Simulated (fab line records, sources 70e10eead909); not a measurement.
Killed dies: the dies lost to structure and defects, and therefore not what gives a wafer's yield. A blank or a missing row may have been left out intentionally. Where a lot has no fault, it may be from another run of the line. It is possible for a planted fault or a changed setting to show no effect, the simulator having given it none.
fab line records :: flow nandHarc
[record]
  lots = 5
  wafers = 15
  lastDay = 24
route steps=1159 shown A_ZERO_WELL@405 A_SOURCE_PLATE@413 A_ONON_D1@424 END@1159
lots with no fault: from the same line, run without faults
startH: hours from the record's first day to the start of the lot's first wafer shown :: waitH: how many hours have passed since the lot's step before this one :: " repeats the value in the row above :: L1.1+2: several wafers, shown together as one row :: - no value present, or no start provided :: * or withheld: withheld :: < > ~ a bound
route shown NAME@n: NAME is a module with steps in the file, n the number in the route of the first one :: usual: mean and standard deviation over wafers with no fault :: same: alike in all rows :: chamber/n: place in a boat :: sites: the reading at each site :: _std_site: standard deviation across them :: _edge_site: outer sites' mean less inner sites' :: radiusMm: for every site, how far away it sits from the centre of the wafer :: mask NAME#n: copy n :: behind: the last tool/chamber to shape the wafer :: hold: reason for holding the lot/hours on hold/outcome of the hold :: device: which transistor (n, p or np) failed to switch :: end of line: at the end of the route, the tests of the same wafers :: step lacking rows: just its recipe :: killed: at the first sort, the dies lost to defects and structure; wafer yield is something else :: map: a wafer's dies, marking killed ones x, the rest . and places with no die _
set.NAME: setting as actually run; set.NAME@STEP: the setting as run at that earlier step :: model.NAME: the simulator's own value behind a step, which no gauge read
lots seen at some steps along the route; tables by step, rows by wafer
services: a tool's chamber out of use, with start hour (startH, from the record's first day; less than 0 if before it), hours out, and reason
[[steps]]
[step NHARC_A_ZERO_WELL_ETCH_13]
[recipe]
  targetDepthA = 1200
  timeS = 40.1
  hbrFlowSccm = 150
  cl2FlowSccm = 50
  rfW = 400
  icpW = 400
  biasW = 100
  chemistry = HBr/Cl2
[usual]
  drypumpMotorCurrentA = 5.8/0.49
  oesProductAu = 1.000/0.0068
  throttleValvePct = 26.405/0.0096
lot.wafer: L823.2
tool: rieSi-05
chamber: 2
startH: 125.40
waitH: -
drypumpMotorCurrentA: 6.0
oesProductAu: 1.005
rfHoursCounterH: 0.4
throttleValvePct: 26.390

lot.wafer: L823.4
tool: rieSi-05
chamber: 3
startH: 125.40
waitH: -
drypumpMotorCurrentA: 6.1
oesProductAu: 1.010
rfHoursCounterH: 0.4
throttleValvePct: 26.410

lot.wafer: L823.1
tool: rieSi-05
chamber: 0
startH: 125.40
waitH: -
drypumpMotorCurrentA: 5.8
oesProductAu: 1.014
rfHoursCounterH: 0.3
throttleValvePct: 26.427

lot.wafer: L824.1
tool: rieSi-05
chamber: 1
startH: 143.12
waitH: -
drypumpMotorCurrentA: 6.0
oesProductAu: 0.997
rfHoursCounterH: 0.5
throttleValvePct: 26.389

lot.wafer: L824.4
tool: rieSi-05
chamber: 3
startH: 143.12
waitH: -
drypumpMotorCurrentA: 6.2
oesProductAu: 1.002
rfHoursCounterH: 0.5
throttleValvePct: 26.399

lot.wafer: L824.6
tool: rieSi-05
chamber: 1
startH: 143.12
waitH: -
drypumpMotorCurrentA: 6.0
oesProductAu: 0.996
rfHoursCounterH: -
throttleValvePct: 26.401

lot.wafer: L833.3
tool: rieSi-05
chamber: 3
startH: 194.47
waitH: -
drypumpMotorCurrentA: 6.2
oesProductAu: 0.994
rfHoursCounterH: 1.0
throttleValvePct: 26.407

lot.wafer: L833.6
tool: rieSi-05
chamber: 2
startH: 194.47
waitH: -
drypumpMotorCurrentA: 5.9
oesProductAu: 0.989
rfHoursCounterH: -
throttleValvePct: 26.403

lot.wafer: L833.5
tool: rieSi-05
chamber: 3
startH: 194.47
waitH: -
drypumpMotorCurrentA: 6.2
oesProductAu: 0.995
rfHoursCounterH: -
throttleValvePct: 26.423

lot.wafer: L839.2
tool: rieSi-04
chamber: 0
startH: 231.70
waitH: -
drypumpMotorCurrentA: 5.0
oesProductAu: 1.012
rfHoursCounterH: 0.9
throttleValvePct: 26.403

lot.wafer: L839.3
tool: rieSi-04
chamber: 1
startH: 231.70
waitH: -
drypumpMotorCurrentA: 5.8
oesProductAu: 0.997
rfHoursCounterH: 1.0
throttleValvePct: 26.395

lot.wafer: L839.5
tool: rieSi-04
chamber: 3
startH: 231.70
waitH: -
drypumpMotorCurrentA: 5.5
oesProductAu: 1.003
rfHoursCounterH: -
throttleValvePct: 26.404

lot.wafer: L843.1
tool: rieSi-03
chamber: 3
startH: 253.37
waitH: -
drypumpMotorCurrentA: 5.1
oesProductAu: 0.991
rfHoursCounterH: 0.6
throttleValvePct: 26.423

lot.wafer: L843.3
tool: rieSi-03
chamber: 1
startH: 253.37
waitH: -
drypumpMotorCurrentA: 5.2
oesProductAu: 0.993
rfHoursCounterH: 0.7
throttleValvePct: 26.397

lot.wafer: L843.5
tool: rieSi-03
chamber: 2
startH: 253.37
waitH: -
drypumpMotorCurrentA: 6.5
oesProductAu: 0.996
rfHoursCounterH: -
throttleValvePct: 26.413
[step NHARC_A_ZERO_WELL_STRIP_14]
[recipe]
  timeS = 900
  tempC = 130
  chemistry = SPM
[step NHARC_A_ZERO_WELL_IMPLANT_15]
[recipe]
  energyKev = 150
  doseCm2 = 1e+13
  tiltDeg = 7
[step NHARC_A_ZERO_WELL_PRECLEAN_22]
[recipe]
  timeS = 60
  tempC = 50
  bathAgeMin = 0
  chemistry = SC1
[step NHARC_A_ZERO_WELL_SRD_23]
[step NHARC_A_ZERO_WELL_RTA_16]
[recipe]
  tempC = 1000
  timeS = 10
[usual]
  lampPowerPct = 30/3.8
  lamp_zone_4_pct = 30/3.8
  lamp_zone_5_pct = 30/3.8
  lamp_zone_6_pct = 30/3.8
  wafer_temp_C_max = 1004.8/1.4
lot.wafer: L823.1
tool: rtpAnneal-01
chamber: 0
startH: 126.31
waitH: -
lampPowerPct: 34
lamp_zone_4_pct: 34
lamp_zone_5_pct: 34
lamp_zone_6_pct: 34
wafer_temp_C_max: 1004.1

lot.wafer: L823.2
tool: rtpAnneal-01
chamber: 0
startH: 126.31
waitH: -
lampPowerPct: 34
lamp_zone_4_pct: 34
lamp_zone_5_pct: 34
lamp_zone_6_pct: 34
wafer_temp_C_max: 1006.1

lot.wafer: L823.4
tool: rtpAnneal-01
chamber: 0
startH: 126.31
waitH: -
lampPowerPct: 34
lamp_zone_4_pct: 34
lamp_zone_5_pct: 34
lamp_zone_6_pct: 34
wafer_temp_C_max: 1006.0

lot.wafer: L824.1
tool: rtpAnneal-01
chamber: 0
startH: 144.02
waitH: -
lampPowerPct: 34
lamp_zone_4_pct: 34
lamp_zone_5_pct: 34
lamp_zone_6_pct: 34
wafer_temp_C_max: 1004.6

lot.wafer: L824.4
tool: rtpAnneal-01
chamber: 0
startH: 144.02
waitH: -
lampPowerPct: 34
lamp_zone_4_pct: 34
lamp_zone_5_pct: 34
lamp_zone_6_pct: 34
wafer_temp_C_max: 1005.2

lot.wafer: L824.6
tool: rtpAnneal-01
chamber: 0
startH: 144.02
waitH: -
lampPowerPct: 34
lamp_zone_4_pct: 34
lamp_zone_5_pct: 34
lamp_zone_6_pct: 34
wafer_temp_C_max: 1005.8

lot.wafer: L833.3
tool: rtpAnneal-01
chamber: 0
startH: 195.42
waitH: -
lampPowerPct: 34
lamp_zone_4_pct: 34
lamp_zone_5_pct: 34
lamp_zone_6_pct: 34
wafer_temp_C_max: 1004.1

lot.wafer: L833.5
tool: rtpAnneal-01
chamber: 0
startH: 195.42
waitH: -
lampPowerPct: 34
lamp_zone_4_pct: 34
lamp_zone_5_pct: 34
lamp_zone_6_pct: 34
wafer_temp_C_max: 1004.9

lot.wafer: L833.6
tool: rtpAnneal-01
chamber: 0
startH: 195.42
waitH: -
lampPowerPct: 34
lamp_zone_4_pct: 34
lamp_zone_5_pct: 34
lamp_zone_6_pct: 34
wafer_temp_C_max: 1004.3

lot.wafer: L839.2
tool: rtpAnneal-02
chamber: 0
startH: 232.63
waitH: -
lampPowerPct: 26
lamp_zone_4_pct: 26
lamp_zone_5_pct: 26
lamp_zone_6_pct: 26
wafer_temp_C_max: 1004.3

lot.wafer: L839.3
tool: rtpAnneal-02
chamber: 0
startH: 232.63
waitH: -
lampPowerPct: 26
lamp_zone_4_pct: 26
lamp_zone_5_pct: 26
lamp_zone_6_pct: 26
wafer_temp_C_max: 1003.3

lot.wafer: L839.5
tool: rtpAnneal-02
chamber: 0
startH: 232.63
waitH: -
lampPowerPct: 26
lamp_zone_4_pct: 26
lamp_zone_5_pct: 26
lamp_zone_6_pct: 26
wafer_temp_C_max: 1004.0

lot.wafer: L843.1
tool: rtpAnneal-02
chamber: 0
startH: 254.26
waitH: -
lampPowerPct: 26
lamp_zone_4_pct: 26
lamp_zone_5_pct: 26
lamp_zone_6_pct: 26
wafer_temp_C_max: 1004.1

lot.wafer: L843.3
tool: rtpAnneal-02
chamber: 0
startH: 254.26
waitH: -
lampPowerPct: 26
lamp_zone_4_pct: 26
lamp_zone_5_pct: 26
lamp_zone_6_pct: 26
wafer_temp_C_max: 1004.2

lot.wafer: L843.5
tool: rtpAnneal-02
chamber: 0
startH: 254.26
waitH: -
lampPowerPct: 26
lamp_zone_4_pct: 26
lamp_zone_5_pct: 26
lamp_zone_6_pct: 26
wafer_temp_C_max: 1004.2
[step NHARC_A_ZERO_WELL_INSPECT_17]
[usual]
  rawDefectCount = 9/5
lot.wafer: L823.1
tool: defectInspect-02
chamber: -
startH: 126.51
waitH: 0.2
rawDefectCount: 8

lot.wafer: L823.2
tool: defectInspect-02
chamber: -
startH: 126.51
waitH: 0.2
rawDefectCount: 9

lot.wafer: L823.4
tool: defectInspect-02
chamber: -
startH: 126.51
waitH: 0.2
rawDefectCount: 6

lot.wafer: L824.1
tool: defectInspect-01
chamber: -
startH: 144.22
waitH: 0.2
rawDefectCount: 8

lot.wafer: L824.4
tool: defectInspect-01
chamber: -
startH: 144.22
waitH: 0.2
rawDefectCount: 8

lot.wafer: L824.6
tool: defectInspect-01
chamber: -
startH: 144.22
waitH: 0.2
rawDefectCount: 7

lot.wafer: L833.3
tool: defectInspect-02
chamber: -
startH: 195.56
waitH: 0.1
rawDefectCount: 9

lot.wafer: L833.5
tool: defectInspect-02
chamber: -
startH: 195.56
waitH: 0.1
rawDefectCount: 7

lot.wafer: L833.6
tool: defectInspect-02
chamber: -
startH: 195.56
waitH: 0.1
rawDefectCount: 20

lot.wafer: L839.2
tool: defectInspect-01
chamber: -
startH: 232.81
waitH: 0.1
rawDefectCount: 6

lot.wafer: L839.3
tool: defectInspect-01
chamber: -
startH: 232.81
waitH: 0.1
rawDefectCount: 15

lot.wafer: L839.5
tool: defectInspect-01
chamber: -
startH: 232.81
waitH: 0.1
rawDefectCount: 13

lot.wafer: L843.1
tool: defectInspect-02
chamber: -
startH: 254.46
waitH: 0.2
rawDefectCount: 4

lot.wafer: L843.3
tool: defectInspect-02
chamber: -
startH: 254.46
waitH: 0.2
rawDefectCount: 8

lot.wafer: L843.5
tool: defectInspect-02
chamber: -
startH: 254.46
waitH: 0.2
rawDefectCount: 8
[step NHARC_A_SOURCE_PLATE_PRECLEAN_00]
[recipe]
  timeS = 60
  chemistry = HF-LAST
[step NHARC_A_SOURCE_PLATE_SRD_01]
[step NHARC_A_SOURCE_PLATE_OXIDE_02]
[recipe]
  targetThkA = 100
  tempC = 900
  oxTimeS = 1362
  material = SiO2
[step NHARC_A_SOURCE_PLATE_THK_MEAS_09]
[recipe]
  thkMeasGauge = ellipsometry
[usual]
  thkNm = 9.8/1
lot.wafer: L823.1
tool: filmMetro-02
chamber: -
startH: 134.41
waitH: 0.4
thkNm: 10.1

lot.wafer: L823.2
tool: filmMetro-02
chamber: -
startH: 134.41
waitH: 0.4
thkNm: 10.9

lot.wafer: L823.4
tool: filmMetro-02
chamber: -
startH: 134.41
waitH: 0.4
thkNm: 10.4

lot.wafer: L824.1
tool: filmMetro-02
chamber: -
startH: 151.66
waitH: 0.4
thkNm: 10.9

lot.wafer: L824.4
tool: filmMetro-02
chamber: -
startH: 151.66
waitH: 0.4
thkNm: 12.5

lot.wafer: L824.6
tool: filmMetro-02
chamber: -
startH: 151.66
waitH: 0.4
thkNm: 9.7

lot.wafer: L833.3
tool: filmMetro-02
chamber: -
startH: 202.78
waitH: 0.4
thkNm: 8.9

lot.wafer: L833.5
tool: filmMetro-02
chamber: -
startH: 202.78
waitH: 0.4
thkNm: 8.6

lot.wafer: L833.6
tool: filmMetro-02
chamber: -
startH: 202.78
waitH: 0.4
thkNm: 11.3

lot.wafer: L839.2
tool: filmMetro-01
chamber: -
startH: 240.29
waitH: 0.4
thkNm: 9.0

lot.wafer: L839.3
tool: filmMetro-01
chamber: -
startH: 240.29
waitH: 0.4
thkNm: 7.9

lot.wafer: L839.5
tool: filmMetro-01
chamber: -
startH: 240.29
waitH: 0.4
thkNm: 10.2

lot.wafer: L843.1
tool: filmMetro-02
chamber: -
startH: 261.71
waitH: 0.4
thkNm: 10.7

lot.wafer: L843.3
tool: filmMetro-02
chamber: -
startH: 261.71
waitH: 0.4
thkNm: 8.3

lot.wafer: L843.5
tool: filmMetro-02
chamber: -
startH: 261.71
waitH: 0.4
thkNm: 11.1
[step NHARC_A_SOURCE_PLATE_PVD_04]
[recipe]
  targetThkA = 500
  material = WSi2
lot.wafer: L823.1+4+2
tool: pvdSputter-03
chamber: -
startH: 134.46
waitH: 0.1

lot.wafer: L824.1+4+6
tool: pvdSputter-02
chamber: -
startH: 151.73
waitH: 0.1

lot.wafer: L833.3+6+5
tool: pvdSputter-03
chamber: -
startH: 202.83
waitH: 0.1

lot.wafer: L839.2+3+5
tool: pvdSputter-02
chamber: -
startH: 240.36
waitH: 0.1

lot.wafer: L843.3+1+5
tool: pvdSputter-01
chamber: -
startH: 261.77
waitH: 0.1
[step NHARC_A_SOURCE_PLATE_CVD_03]
[recipe]
  targetThkA = 2000
  tempC = 620
  pressureMtorr = 200
  timeS = 4000
  material = poly-Si
[step NHARC_A_SOURCE_PLATE_ANNEAL_05]
[recipe]
  tempC = 850
  timeS = 1800
[step NHARC_A_SOURCE_PLATE_THK_MEAS_06]
[recipe]
  thkMeasGauge = ellipsometry
[usual]
  thkNm = 200.4/2.1
lot.wafer: L823.1
tool: filmMetro-02
chamber: -
startH: 147.61
waitH: 0.4
thkNm: 199.2

lot.wafer: L823.2
tool: filmMetro-02
chamber: -
startH: 147.61
waitH: 0.4
thkNm: 199.3

lot.wafer: L823.4
tool: filmMetro-02
chamber: -
startH: 147.61
waitH: 0.4
thkNm: 199.1

lot.wafer: L824.1
tool: filmMetro-01
chamber: -
startH: 164.79
waitH: 0.4
thkNm: 198.2

lot.wafer: L824.4
tool: filmMetro-01
chamber: -
startH: 164.79
waitH: 0.4
thkNm: 196.5

lot.wafer: L824.6
tool: filmMetro-01
chamber: -
startH: 164.79
waitH: 0.4
thkNm: 198.7

lot.wafer: L833.3
tool: filmMetro-02
chamber: -
startH: 216.61
waitH: 0.4
thkNm: 199.5

lot.wafer: L833.5
tool: filmMetro-02
chamber: -
startH: 216.61
waitH: 0.4
thkNm: 201.9

lot.wafer: L833.6
tool: filmMetro-02
chamber: -
startH: 216.61
waitH: 0.4
thkNm: 202.1

lot.wafer: L839.2
tool: filmMetro-02
chamber: -
startH: 253.69
waitH: 0.4
thkNm: 203.1

lot.wafer: L839.3
tool: filmMetro-02
chamber: -
startH: 253.69
waitH: 0.4
thkNm: 200.4

lot.wafer: L839.5
tool: filmMetro-02
chamber: -
startH: 253.69
waitH: 0.4
thkNm: 203.1

lot.wafer: L843.1
tool: filmMetro-02
chamber: -
startH: 274.84
waitH: 0.4
thkNm: 199.8

lot.wafer: L843.3
tool: filmMetro-02
chamber: -
startH: 274.84
waitH: 0.4
thkNm: 201.9

lot.wafer: L843.5
tool: filmMetro-02
chamber: -
startH: 274.84
waitH: 0.4
thkNm: 201.7
[step NHARC_A_SOURCE_PLATE_INSPECT_08]
[usual]
  rawDefectCount = 61/22
lot.wafer: L823.1
tool: defectInspect-02
chamber: -
startH: 147.68
waitH: 0.0
rawDefectCount: 46

lot.wafer: L823.2
tool: defectInspect-02
chamber: -
startH: 147.68
waitH: 0.0
rawDefectCount: 97

lot.wafer: L823.4
tool: defectInspect-02
chamber: -
startH: 147.68
waitH: 0.0
rawDefectCount: 44

lot.wafer: L824.1
tool: defectInspect-01
chamber: -
startH: 164.86
waitH: 0.0
rawDefectCount: 61

lot.wafer: L824.4
tool: defectInspect-01
chamber: -
startH: 164.86
waitH: 0.0
rawDefectCount: 51

lot.wafer: L824.6
tool: defectInspect-01
chamber: -
startH: 164.86
waitH: 0.0
rawDefectCount: 81

lot.wafer: L833.3
tool: defectInspect-02
chamber: -
startH: 216.69
waitH: 0.0
rawDefectCount: 549

lot.wafer: L833.5
tool: defectInspect-02
chamber: -
startH: 216.69
waitH: 0.0
rawDefectCount: 45

lot.wafer: L833.6
tool: defectInspect-02
chamber: -
startH: 216.69
waitH: 0.0
rawDefectCount: 538

lot.wafer: L839.2
tool: defectInspect-02
chamber: -
startH: 253.75
waitH: 0.0
rawDefectCount: 38

lot.wafer: L839.3
tool: defectInspect-02
chamber: -
startH: 253.75
waitH: 0.0
rawDefectCount: 54

lot.wafer: L839.5
tool: defectInspect-02
chamber: -
startH: 253.75
waitH: 0.0
rawDefectCount: 40

lot.wafer: L843.1
tool: defectInspect-01
chamber: -
startH: 274.91
waitH: 0.0
rawDefectCount: 47

lot.wafer: L843.3
tool: defectInspect-01
chamber: -
startH: 274.91
waitH: 0.0
rawDefectCount: 80

lot.wafer: L843.5
tool: defectInspect-01
chamber: -
startH: 274.91
waitH: 0.0
rawDefectCount: 82
[step NHARC_A_ONON_D1_DEP_00]
[recipe]
  targetThkA = 10000
  n2FlowSccm = 2750
  n2oFlowSccm = 2000
  nh3FlowSccm = 500
  sih4FlowSccm = 210
  tempC = 400
[step NHARC_END_SORT_01]
[recipe]
  tempC = 25
[usual]
  killedAtArray = 28/8.9
  killedAtOther = 0.8/1.2
  killedAtPeriphery = 3.3/2.3
  killedDies = 32/9.4
  killedOpen = 3.2/1.8
  killedShort = 1.9/1.4
[same]
  grossDies = 677
lot.wafer: L833.3
tool: prober-01
chamber: 0
startH: 504.35
waitH: 3.1
killedAtArray: 111
killedAtOther: 1
killedAtPeriphery: 5
killedDies: 117
killedOpen: 4
killedShort: 4

lot.wafer: L833.5
tool: prober-01
chamber: 0
startH: 505.97
waitH: 3.8
killedAtArray: 46
killedAtOther: 0
killedAtPeriphery: 0
killedDies: 46
killedOpen: 3
killedShort: 2

lot.wafer: L833.6
tool: prober-01
chamber: 0
startH: 506.78
waitH: 4.1
killedAtArray: 100
killedAtOther: 1
killedAtPeriphery: 0
killedDies: 101
killedOpen: 0
killedShort: 2
// killed by level:class
L833.3 A_SOURCE_PLATE:unspecified=70 A_CHANNEL_HOLE_D1:chamberFilmFlake=14 A_SLIT:chamberFilmFlake=10 A_STAIRCASE:chamberFilmFlake=6 A_CONTACT:geometricParticle:open=4 P_CONTACT:chamberFilmFlake=4 A_ONON_D1:geometricParticle:short=2 A_CONTACT:chamberFilmFlake=2
L833.5 A_CHANNEL_HOLE_D1:chamberFilmFlake=18 A_SLIT:chamberFilmFlake=12 A_STAIRCASE:chamberFilmFlake=7 A_CONTACT:chamberFilmFlake=4 A_WL_FILL:geometricParticle:open=2 A_ONON_D1:geometricParticle:short=1 A_STAIRCASE:geometricParticle:open=1 A_CONTACT:geometricParticle:short=1
L833.6 A_SOURCE_PLATE:unspecified=68 A_CHANNEL_HOLE_D1:chamberFilmFlake=14 A_SLIT:chamberFilmFlake=10 A_STAIRCASE:chamberFilmFlake=3 A_CHANNEL_FILL_D1:geometricParticle:short=2 A_CONTACT:chamberFilmFlake=2 A_BLC:chamberFilmFlake=1 THIN_TSV:chamberFilmFlake=1
// map L833.3 (x killed, . not)
____________.____________
_________.....x._________
_______xx....xxx.._______
______xxx.....x.x..______
_____xxxxx.......xx._____
____xxxxxxx...x..x...____
____xxxxxxx....x.....____
___.xxxxxxxx..........___
___.xxxxxxxx..........___
__.xxxxxxxx............__
__.xxxxxxx.xx..........__
_...xxxxx.......x.....x._
_...xxxxx..........x...._
_...x.xx.x.............x_
_......x.x.............._
_...............x......._
............x........x...
............x............
......x..................
.........................
................x........
_...........x..........._
_........x.............._
_x..x..x................_
_......................._
_......................._
__.....................__
__............xx.......__
___...........x..x.x..___
___..........x.x.xx...___
____...............x.____
____............xx.x.____
_____..........xxx.._____
______..........x..______
_______..........x_______
_________......._________
____________.____________
// map L823.2 (x killed, . not)
____________x____________
_________....x.._________
_______x.........._______
______.............______
_____.x............._____
____.................____
____.................____
___.x.................___
___x..................___
__.....................__
__.....................__
_......x.x.............._
_......................._
_......................x_
_......................._
_......................._
.x.......................
......x..................
.........................
.x..x....................
....x....................
_x.x.x.................._
_......................._
_....x.................._
_......................._
_.x..x.................._
__..................x..__
__.....................__
___...................___
___...................___
____...............x.____
____.................____
_____..............._____
______.............______
_______..........._______
_________......._________
____________.____________
[[services]]
tool: rieSi-04
chamber: 2
startH: 101.49
hours: 1.5
kind: repair

tool: pvdSputter-03
chamber: -
startH: 102.00
hours: 10.0
kind: pm

tool: rieSi-04
chamber: 0
startH: 108.00
hours: -
kind: clean

tool: rieSi-04
chamber: 0
startH: 124.79
hours: 2.0
kind: repair

tool: rieSi-03
chamber: -
startH: 155.00
hours: 9.0
kind: pm

tool: pvdSputter-01
chamber: -
startH: 158.01
hours: 10.0
kind: pm

tool: rieSi-05
chamber: 0
startH: 181.13
hours: 3.3
kind: repair

tool: rieSi-05
chamber: 3
startH: 207.68
hours: 1.8
kind: repair

tool: rieSi-05
chamber: 2
startH: 209.60
hours: 17.0
kind: repair

tool: pvdSputter-02
chamber: -
startH: 214.00
hours: 10.0
kind: pm

tool: rieSi-04
chamber: 3
startH: 220.37
hours: 1.9
kind: repair

tool: pvdSputter-02
chamber: -
startH: 226.61
hours: 1.8
kind: repair

tool: rieSi-05
chamber: -
startH: 239.00
hours: 9.0
kind: pm

tool: rieSi-05
chamber: 0
startH: 239.00
hours: 9.0
kind: ventCycle

tool: rieSi-05
chamber: 1
startH: 239.00
hours: 16.5
kind: ventCycle

tool: rieSi-05
chamber: 2
startH: 239.00
hours: 9.0
kind: ventCycle

tool: rieSi-05
chamber: 3
startH: 239.00
hours: 9.0
kind: ventCycle

tool: rieSi-03
chamber: 1
startH: 240.76
hours: 1.0
kind: repair

tool: rieSi-05
chamber: 0
startH: 248.00
hours: -
kind: clean

tool: rieSi-05
chamber: 2
startH: 248.00
hours: -
kind: clean

tool: rieSi-05
chamber: 3
startH: 248.00
hours: -
kind: clean

tool: pvdSputter-01
chamber: -
startH: 251.84
hours: 2.1
kind: repair

tool: pvdSputter-01
chamber: -
startH: 254.84
hours: 3.1
kind: repair

tool: rieSi-03
chamber: -
startH: 260.68
hours: 0.1
kind: repair
[[key]]
[firstSign]
  step = NHARC_A_SOURCE_PLATE_INSPECT_08
  reading = rawDefectCount
  direction = up
  sigmas = 22
  usual = 61
  struck = 544
[effect]
  step = NHARC_END_SORT_01
  reading = killedAtArray
  direction = up
  sigmas = 8.6
  usual = 28
  struck = 106
[moreKillsBornAt]
  NHARC_A_SOURCE_PLATE_PVD_04@pvdSputter-03 = 138
metAt NHARC_A_SOURCE_PLATE_PVD_04
struckWafers L833.3,L833.6
testerLeftOut L833
onsetBetween 134.46 202.83
[fault]
  kind = chamberParticleSource
  tool = pvdSputter-03
  chamber = -
  onsetH = 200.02
  steps = NHARC_A_SOURCE_PLATE_PVD_04
  ratePerVisitCm2 = 0.66835
  endH = 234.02
  scope = struckWafersOnly
// testerLeftOut: of these lots the tester's yield and bins aren't shown, on N5 and GAA mostly nor the transistor test; their killed dies are dies lost to structure and defects alone, not to doping, threshold or leakage, so they don't give the yield
